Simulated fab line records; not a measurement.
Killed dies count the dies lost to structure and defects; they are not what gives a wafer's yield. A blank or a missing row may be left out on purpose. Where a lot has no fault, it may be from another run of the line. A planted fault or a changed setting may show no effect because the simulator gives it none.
fab line records ; flow nand-harc
record: lots: 13; wafers: 39; last-day: 33
route steps=1302 shown P_M2@345 P_BONDPAD@365 A_ZERO_WELL@409 END@1302
lots untouched by any fault: they come from a run of this same line in which no faults occurred
start-h: start of the lot's first displayed wafer, in hours after the record's first day ; wait-h: hours since the lot's step before ; " repeats the value in the row above ; L1.1+2: a row that stands for several wafers ; - either no value or no given start ; * or withheld: withheld ; < > ~ a bound
route shown NAME@n: NAME is a module with steps in the file, n the number in the route of the first one ; usual: mean/standard deviation of fault-free wafers ; same: alike in all rows ; chamber/n: place in a boat ; sites: per-site readings ; _std_site: how widely they spread, as a standard deviation ; _edge_site: outer sites' mean less inner sites' ; radius-mm: how far each site lies from the wafer's centre ; mask NAME#n: copy n ; behind: the tool/chamber that last shaped the wafer ; hold: what put the lot on hold/how long, in hours/how the hold closed ; device: the transistor (n, p or np) that didn't switch ; end of line: the route-end tests of the same wafers ; step lacking rows: just its recipe ; killed: dies that structure and defects cost at the first sort, which is not the same as the wafer's yield ; map: dies across one wafer; x = killed, . = not, _ = none there
set.NAME: the run value of the setting; set.NAME@STEP: its run value at that earlier step ; model.NAME: the simulator's own value behind a step, which no gauge read
the route's steps for a sample of lots (tables are steps, rows are wafers)
services: a tool's chamber out of use, with start hour (start-h, from the record's first day; less than 0 if before it), hours out, and reason
== steps ==
step: NHARC_P_M2_THK_MEAS_24
recipe: thk-meas-gauge: xrf
usual: thk-nm: 144.7/1.6
lot.wafer;tool;chamber;start-h;wait-h;thk-nm
L795.1;film-metro-01;-;151.32;-;144.2
L795.3;film-metro-01;-;151.32;-;143.5
L795.6;film-metro-01;-;151.32;-;144.5
L796.2;film-metro-02;-;167.62;-;144.6
L796.4;film-metro-02;-;167.62;-;145.6
L796.6;film-metro-02;-;167.62;-;144.5
L797.2;film-metro-01;-;171.28;-;143.2
L797.4;film-metro-01;-;171.28;-;143.5
L797.6;film-metro-01;-;171.28;-;144.7
L798.1;film-metro-01;-;178.73;-;142.9
L798.2;film-metro-01;-;178.73;-;144.8
L798.6;film-metro-01;-;178.73;-;146.7
L799.2;film-metro-01;-;198.99;-;145.9
L799.3;film-metro-01;-;198.99;-;146.8
L799.5;film-metro-01;-;198.99;-;145.7
L802.1;film-metro-01;-;229.85;-;147.1
L802.2;film-metro-01;-;229.85;-;145.8
L802.4;film-metro-01;-;229.85;-;145.3
L803.2;film-metro-01;-;233.14;-;145.0
L803.3;film-metro-01;-;233.14;-;143.9
L803.6;film-metro-01;-;233.14;-;145.7
L810.1;film-metro-01;-;307.72;-;147.7
L810.2;film-metro-01;-;307.72;-;145.4
L810.3;film-metro-01;-;307.72;-;148.2
L812.1;film-metro-01;-;320.97;-;143.1
L812.3;film-metro-01;-;320.97;-;144.2
L812.5;film-metro-01;-;320.97;-;142.8
L811.2;film-metro-01;-;321.50;-;142.6
L811.4;film-metro-01;-;321.50;-;146.5
L811.6;film-metro-01;-;321.50;-;142.1
L813.3;film-metro-02;-;337.05;-;142.4
L813.4;film-metro-02;-;337.05;-;143.7
L813.5;film-metro-02;-;337.05;-;144.1
L814.2;film-metro-02;-;349.19;-;143.6
L814.3;film-metro-02;-;349.19;-;146.3
L814.6;film-metro-02;-;349.19;-;143.3
L816.4;film-metro-01;-;354.93;-;146.3
L816.5;film-metro-01;-;354.93;-;144.4
L816.6;film-metro-01;-;354.93;-;147.8
step: NHARC_P_BONDPAD_OVL_MEAS_38
usual: overlay-x-nm: 1/6; overlay-y-nm: -2/6.2
lot.wafer;tool;chamber;start-h;wait-h;overlay-x-nm;overlay-y-nm
L795.1;overlay-02;-;153.36;-;0;-9
L795.3;overlay-02;-;153.36;-;0;-9
L795.6;overlay-02;-;153.36;-;-1;-9
L796.2;overlay-02;-;169.67;-;4;-4
L796.4;overlay-02;-;169.67;-;3;-3
L796.6;overlay-02;-;169.67;-;4;-4
L797.2;overlay-02;-;173.32;-;1;1
L797.4;overlay-02;-;173.32;-;1;1
L797.6;overlay-02;-;173.32;-;1;2
L798.1;overlay-02;-;180.69;-;8;-3
L798.2;overlay-02;-;180.69;-;8;-3
L798.6;overlay-02;-;180.69;-;8;-3
L799.2;overlay-02;-;201.02;-;-8;-13
L799.3;overlay-02;-;201.02;-;-9;-12
L799.5;overlay-02;-;201.02;-;-8;-12
L802.1;overlay-02;-;231.88;-;-7;-11
L802.2;overlay-02;-;231.88;-;-7;-11
L802.4;overlay-02;-;231.88;-;-6;-11
L803.2;overlay-01;-;235.14;-;4;2
L803.3;overlay-01;-;235.14;-;4;2
L803.6;overlay-01;-;235.14;-;4;1
L810.1;overlay-01;-;309.74;-;-9;-9
L810.2;overlay-01;-;309.74;-;-8;-9
L810.3;overlay-01;-;309.74;-;-8;-10
L812.1;overlay-02;-;323.28;-;9;1
L812.3;overlay-02;-;323.28;-;9;0
L812.5;overlay-02;-;323.28;-;8;0
L811.2;overlay-01;-;323.56;-;-12;2
L811.4;overlay-01;-;323.56;-;-12;2
L811.6;overlay-01;-;323.56;-;-12;2
L813.3;overlay-01;-;338.96;-;5;-1
L813.4;overlay-01;-;338.96;-;5;-1
L813.5;overlay-01;-;338.96;-;5;-1
L814.2;overlay-01;-;351.34;-;-1;4
L814.3;overlay-01;-;351.34;-;-1;4
L814.6;overlay-01;-;351.34;-;-1;4
L816.4;overlay-02;-;356.96;-;-1;4
L816.5;overlay-02;-;356.96;-;-2;4
L816.6;overlay-02;-;356.96;-;-1;4
step: NHARC_P_BONDPAD_DEGAS_25
recipe: temp-c: 300; time-s: 60
usual: heater-power-w: 482/48
lot.wafer;tool;chamber;start-h;wait-h;heater-power-w
L795.3;pvd-sputter-02;-;154.43;-;561
L795.1;pvd-sputter-02;-;154.43;-;429
L795.6;pvd-sputter-02;-;154.43;-;475
L796.2;pvd-sputter-01;-;170.74;-;506
L796.4;pvd-sputter-01;-;170.74;-;540
L796.6;pvd-sputter-01;-;170.74;-;427
L797.4;pvd-sputter-02;-;174.39;-;568
L797.2;pvd-sputter-02;-;174.39;-;428
L797.6;pvd-sputter-02;-;174.39;-;539
L798.1;pvd-sputter-03;-;181.76;-;412
L798.2;pvd-sputter-03;-;181.76;-;489
L798.6;pvd-sputter-03;-;181.76;-;415
L799.2;pvd-sputter-03;-;202.14;-;421
L799.3;pvd-sputter-03;-;202.14;-;418
L799.5;pvd-sputter-03;-;202.14;-;519
L802.1;pvd-sputter-02;-;232.95;-;480
L802.4;pvd-sputter-02;-;232.95;-;537
L802.2;pvd-sputter-02;-;232.95;-;561
L803.3;pvd-sputter-03;-;236.22;-;503
L803.2;pvd-sputter-03;-;236.22;-;519
L803.6;pvd-sputter-03;-;236.22;-;496
L810.3;pvd-sputter-01;-;310.85;-;469
L810.2;pvd-sputter-01;-;310.85;-;528
L810.1;pvd-sputter-01;-;310.85;-;432
L812.1;pvd-sputter-02;-;324.40;-;463
L812.3;pvd-sputter-02;-;324.40;-;424
L812.5;pvd-sputter-02;-;324.40;-;527
L811.2;pvd-sputter-03;-;324.68;-;504
L811.4;pvd-sputter-03;-;324.68;-;502
L811.6;pvd-sputter-03;-;324.68;-;421
L813.3;pvd-sputter-01;-;340.03;-;474
L813.4;pvd-sputter-01;-;340.03;-;480
L813.5;pvd-sputter-01;-;340.03;-;478
L814.3;pvd-sputter-02;-;352.40;-;462
L814.2;pvd-sputter-02;-;352.40;-;553
L814.6;pvd-sputter-02;-;352.40;-;425
L816.4;pvd-sputter-02;-;358.07;-;567
L816.5;pvd-sputter-02;-;358.07;-;532
L816.6;pvd-sputter-02;-;358.07;-;560
step: NHARC_A_ZERO_WELL_PRECLEAN_22
recipe: time-s: 60; temp-c: 50; bath-age-min: 0; chemistry: SC1
lot.wafer;tool;chamber;start-h;wait-h
L795.1+6+3;wet-bench-01;1,2,4;158.46;0.2
L796.4+6+2;wet-bench-01;1,2,3;174.80;0.1
L797.4+2+6;wet-bench-05;3,4,7;178.54;0.1
L798.2+6+1;wet-bench-05;1,2,4;185.88;0.2
L799.3+5+2;wet-bench-06;4,7,0;206.30;0.1
L802.4+1+2;wet-bench-01;0,2,4;237.09;0.1
L803.2+3+6;wet-bench-01;3,5,0;240.33;0.2
L810.2+1+3;wet-bench-06;0,2,3;315.13;0.2
L812.1+5+3;wet-bench-01;4,5,6;328.46;0.2
L811.4+6+2;wet-bench-05;7,1,2;328.76;0.1
L813.4+3+5;wet-bench-01;1,4,6;344.04;0.1
L814.3+2+6;wet-bench-01;7,2,3;356.45;0.1
L816.4+6+5;wet-bench-01;3,4,0;362.11;0.1
step: NHARC_A_ZERO_WELL_INSPECT_17
usual: raw-defect-count: 9/4.8
lot.wafer;tool;chamber;start-h;wait-h;hold;raw-defect-count
L795.1;defect-inspect-02;-;158.80;0.2;-;6
L795.3;defect-inspect-02;-;158.80;0.2;-;8
L795.6;defect-inspect-02;-;158.80;0.2;-;13
L796.2;defect-inspect-01;-;175.12;0.1;-;7
L796.4;defect-inspect-01;-;175.12;0.1;-;8
L796.6;defect-inspect-01;-;175.12;0.1;-;6
L797.2;defect-inspect-02;-;178.87;0.1;-;7
L797.4;defect-inspect-02;-;178.87;0.1;-;18
L797.6;defect-inspect-02;-;178.87;0.1;-;7
L798.1;defect-inspect-02;-;186.20;0.2;-;9
L798.2;defect-inspect-02;-;186.20;0.2;-;11
L798.6;defect-inspect-02;-;186.20;0.2;-;21
L799.2;defect-inspect-01;-;206.64;0.1;-;2
L799.3;defect-inspect-01;-;206.64;0.1;-;9
L799.5;defect-inspect-01;-;206.64;0.1;-;6
L802.1;defect-inspect-02;-;237.42;0.2;await-dispo/0.2h/release;840
L802.2;defect-inspect-02;-;237.42;0.2;await-dispo/0.2h/release;789
L802.4;defect-inspect-02;-;237.42;0.2;await-dispo/0.2h/release;798
L802.1;defect-inspect-02;-;237.59;0.2;-;822
L802.2;defect-inspect-02;-;237.59;0.2;-;798
L802.4;defect-inspect-02;-;237.59;0.2;-;784
L803.2;defect-inspect-01;-;240.72;0.1;await-dispo/0.2h/release;769
L803.3;defect-inspect-01;-;240.72;0.1;await-dispo/0.2h/release;859
L803.6;defect-inspect-01;-;240.72;0.1;await-dispo/0.2h/release;766
L803.2;defect-inspect-01;-;240.89;0.2;-;766
L803.3;defect-inspect-01;-;240.89;0.2;-;862
L803.6;defect-inspect-01;-;240.89;0.2;-;775
L810.1;defect-inspect-01;-;315.45;0.2;-;8
L810.2;defect-inspect-01;-;315.45;0.2;-;3
L810.3;defect-inspect-01;-;315.45;0.2;-;6
L812.1;defect-inspect-01;-;328.79;0.2;-;10
L812.3;defect-inspect-01;-;328.79;0.2;-;7
L812.5;defect-inspect-01;-;328.79;0.2;-;3
L811.2;defect-inspect-02;-;329.12;0.1;-;10
L811.4;defect-inspect-02;-;329.12;0.1;-;12
L811.6;defect-inspect-02;-;329.12;0.1;-;14
L813.3;defect-inspect-01;-;344.37;0.1;-;15
L813.4;defect-inspect-01;-;344.37;0.1;-;13
L813.5;defect-inspect-01;-;344.37;0.1;-;8
L814.2;defect-inspect-02;-;356.79;0.1;-;14
L814.3;defect-inspect-02;-;356.79;0.1;-;1
L814.6;defect-inspect-02;-;356.79;0.1;-;3
L816.4;defect-inspect-02;-;362.45;0.1;-;4
L816.5;defect-inspect-02;-;362.45;0.1;-;9
L816.6;defect-inspect-02;-;362.45;0.1;-;8
step: NHARC_END_SORT_01
recipe: temp-c: 25
usual: defect-limited-yield: 91.6/2.8; killed-at-array: 52/19; killed-at-other: 1.0/1.2; killed-at-periphery: 4.1/2.8; killed-dies: 57/19; killed-open: 3.1/1.7; killed-short: 2.5/1.5; sort_bin_2_pct: 3.0/1.2; sort_bin_3_pct: 0.6/0.36; sort_bin_4_pct: 4.9/1.6; sort-n-pass: 620/19; sort-rim-yield-pct: 91/5; sort-yield-pct: 91.6/2.8
same: gross-dies: 677; sort_bin_5_pct[%]: 0; sort_bin_6_pct[%]: 0; sort_bin_7_pct[%]: 0; sort_bin_8_pct[%]: 0; sort-rim-n-gross: 106.00
lot.wafer;tool;chamber;start-h;wait-h;defect-limited-yield[%];killed-at-array;killed-at-other;killed-at-periphery;killed-dies;killed-open;killed-short;sort_bin_2_pct[%];sort_bin_3_pct[%];sort_bin_4_pct[%];sort-n-pass;sort-rim-yield-pct[%];sort-yield-pct[%]
L799.2;prober-02;0;625.15;2.8;91.0;54;1;6;61;2;5;1.9;1.0;6.1;616;92;91.0
L799.3;prober-02;0;625.96;3.1;91.4;57;1;0;58;4;0;2.4;0.6;5.6;619;92;91.4
L799.5;prober-02;0;627.57;3.7;90.4;62;0;3;65;5;0;2.7;0.9;6.1;612;94;90.4
killed by level:class
L799.2 A_CHANNEL_HOLE_D1:chamber-film-flake=33 A_CONTACT:chamber-film-flake=7 A_CHANNEL_HOLE_D2:chamber-film-flake=6 P_GATE:geometric-particle:short=2 A_STAIRCASE:chamber-film-flake=2 P_M0:geometric-particle:open=1 P_M2:geometric-particle:short=1 A_CHANNEL_FILL_D1:geometric-particle:short=1
L799.3 A_CHANNEL_HOLE_D1:chamber-film-flake=34 A_CHANNEL_HOLE_D2:chamber-film-flake=9 A_CONTACT:chamber-film-flake=6 A_STAIRCASE:chamber-film-flake=2 A_DECK1_JOINT:geometric-particle:open=1 A_CHANNEL_HOLE_D2:geometric-particle:open=1 A_CHANNEL_FILL_D2:geometric-particle:open=1 A_WL_FILL:geometric-particle:open=1
L799.5 A_CHANNEL_HOLE_D1:chamber-film-flake=30 A_CHANNEL_HOLE_D2:chamber-film-flake=15 A_CONTACT:chamber-film-flake=10 A_M0:geometric-particle:open=2 A_DECK1_JOINT:chamber-film-flake=2 P_GATE:geometric-particle:open=1 P_CONTACT:geometric-particle:open=1 A_CHANNEL_HOLE_D1:geometric-particle:open=1
== services ==
tool;chamber;start-h;hours;kind
pvd-sputter-02;-;150.67;3.3;repair
pvd-sputter-01;-;163.90;2.9;repair
pvd-sputter-02;-;167.45;1.8;repair
pvd-sputter-03;-;170.00;10.0;pm
wet-bench-01;-;186.97;4.3;repair
wet-bench-06;-;193.60;8.0;pm
pvd-sputter-01;-;201.00;6.2;repair
pvd-sputter-01;-;225.78;6.6;repair
pvd-sputter-01;-;255.64;2.1;repair
wet-bench-05;-;260.80;8.0;pm
wet-bench-01;-;277.60;8.0;pm
pvd-sputter-02;-;282.04;10.0;pm
wet-bench-01;0;285.60;-;consumable-replace:bath
wet-bench-01;0;285.60;-;consumable-replace:filter
wet-bench-01;1;285.60;-;consumable-replace:bath
wet-bench-01;1;285.60;-;consumable-replace:filter
wet-bench-01;2;285.60;-;consumable-replace:bath
wet-bench-01;2;285.60;-;consumable-replace:filter
wet-bench-01;3;285.60;-;consumable-replace:bath
wet-bench-01;3;285.60;-;consumable-replace:filter
wet-bench-01;4;285.60;-;consumable-replace:bath
pvd-sputter-02;-;294.27;8.7;repair
pvd-sputter-03;-;336.67;5.7;repair
pvd-sputter-03;-;348.00;10.0;pm
== key ==
first-sign: step: NHARC_A_ZERO_WELL_INSPECT_17; reading: visit; direction: added
effect: step: NHARC_A_ZERO_WELL_INSPECT_17; reading: raw-defect-count; direction: up; sigmas: 99+; usual: 9; struck: 804
met-at NHARC_A_ZERO_WELL_PRECLEAN_22
struck-lots L802,L803
scrapped-behind NHARC_A_ZERO_WELL_INSPECT_17 L802.1,L802.2,L802.4,L803.2,L803.3,L803.6
not-acting-at NHARC_P_M2_THK_MEAS_24,NHARC_P_BONDPAD_OVL_MEAS_38,NHARC_P_BONDPAD_DEGAS_25
onset-between 174.80 237.09
fault: kind: chamber-particle-source; tool: wet-bench-01; chamber: -; onset-h: 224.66; steps: NHARC_A_ZERO_WELL_PRECLEAN_22; rate-per-visit-cm2: 1.2523; end-h: 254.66
